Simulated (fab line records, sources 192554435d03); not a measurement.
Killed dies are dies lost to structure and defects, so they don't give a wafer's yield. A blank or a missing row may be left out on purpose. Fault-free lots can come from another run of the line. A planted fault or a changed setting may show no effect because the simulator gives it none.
Chamber matching -- flow n5Finfet -- N5_PASSIVATION_STRIP_14 on rieDiel-06: 4 sister chambers
The step strips in O2. 4 wafers are shown with their chamber, then 8 later ones without.

WAFERS PAIRED WITH THEIR CHAMBERS
wafer,chamber,drypumpMotorCurrentA (A)
L758.3,1,5.9
L758.5,3,6.8
L758.6,0,6.1
L760.2,2,4.9

WAFERS MISSING THEIR CHAMBER
wafer,drypumpMotorCurrentA (A)
L760.3,6.8
L760.5,5.9
L762.1,6.8
L762.2,4.9
L762.3,6.0
L766.1,6.1
L766.2,5.9
L766.5,4.9

THE CHAMBER EACH PASSED THROUGH
wafer,from the rows above,in truth
L760.3,3,3
L760.5,1,1
L762.1,3,3
L762.2,2,2
L762.3,can't be placed: 0 or 1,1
L766.1,0,0
L766.2,1,1
L766.5,2,2
Correctly placed: 7 of 8. Cannot be placed on the basis of these rows: 1; the candidates contain the true chamber in 1. Placed wrongly: 0.
How it was worked out, from the rows above alone: a wafer's distance from a chamber is the root of the sum, over the readings, of the square of ((its reading less the chamber's mean) divided by the reading's scatter). The wafer belongs to the nearest chamber; if the next one is less than 2 further off, it can't be placed. Each chamber's mean is taken over the wafers shown for it. The scatter (one wafer shown for each chamber): square how far every hidden wafer sits from the nearest shown wafer, average those squares and take the square root.
